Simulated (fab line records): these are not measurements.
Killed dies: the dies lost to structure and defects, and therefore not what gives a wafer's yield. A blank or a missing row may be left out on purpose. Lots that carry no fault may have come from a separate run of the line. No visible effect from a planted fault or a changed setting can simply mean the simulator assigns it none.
Code-filled problem report in 8D (eight disciplines) form / flow n5Finfet / the parts of the form that need people (team, actions taken, sign-off) are left out

== 1. WHAT WENT WRONG ==
At N5_BEOL_M7_COAT_63, spinSpeedRpm averages 1602.8 rpm over 6 wafers from 2 lots, while fault-free wafers read 1499.9 rpm, standard deviation 0.79. So: +99 or more standard deviations from the usual mean.
The step: time 60 s, resist thk 60 nm.
First seen on wafer L928.1, day 13 09:04, on lithoTrack-02. Wafers with a number at this step in the record: 12, from 4 lots. Rule for "out", or "out of limits": more than 4 standard deviations from the usual mean. The rest of the wafers with a number are treated as sound.

== 2. WHAT IT IS, WHAT IT ISN'T ==
question=which readings at this step | is=spinSpeedRpm | is not=-
question=which lots | is=L925, L928 | is not=L917, L933
question=which wafers of those lots | is=all that have a number | is not=-
question=read on which tools | is=lithoTrack-02 | is not=lithoTrack-01
question=when | is=from day 13 09:04 | is not=up to then (3 sound wafers); but 3 sound wafers of L933 came after

== 3. SUSPECTS, AND WHAT RULES EACH OUT ==
Counting: any tool at a process step up to the reading is kept as a suspect provided that every lot that is out went through it and no sound lot did after the first of them.
- lithoTrack-02 at N5_BEOL_M7_COAT_63 (time 60 s, resist thk 60 nm): kept. It processed each lot that is out, first L928 at day 13 09:04, and no sound lot thereafter; up to then, the last sound lot it processed was L917 at day 10 20:40. Its own spinSpeedRpm readings are out on those wafers.
Remaining after the count: lithoTrack-02 at N5_BEOL_M7_COAT_63.

== 4. THE CAUSE (what the simulator had put in) ==
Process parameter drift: lithoTrack-02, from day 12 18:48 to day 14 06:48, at N5_BEOL_M7_COAT_63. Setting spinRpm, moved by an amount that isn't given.
This tool alone remained once counting was done.

== 5. THE EFFECT CHAIN, in route order ==
Rows list readings where the struck wafers' mean (over those with a number) sits beyond 3 standard deviations from the usual. Only readings for which the record gives a usual standard deviation are gone through. hours: the time from each lot's start at the first step in this table that gives one to its start at this step, as a median over the lots. sigmas: the change in usual standard deviations.
hours=0; step=N5_BEOL_M7_COAT_63; reading=spinSpeedRpm; usual=1499.9 rpm; on struck wafers=1602.8; change=+102.9; sigmas=+99 or more
Process steps it contains:
- N5_BEOL_M7_COAT_63: time 60 s, resist thk 60 nm.

== 6. HOW IT WOULD HAVE BEEN CAUGHT EARLIER ==
In this record no reading fell out of limits until day 13 09:04, 14 hours after the fault had begun at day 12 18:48.
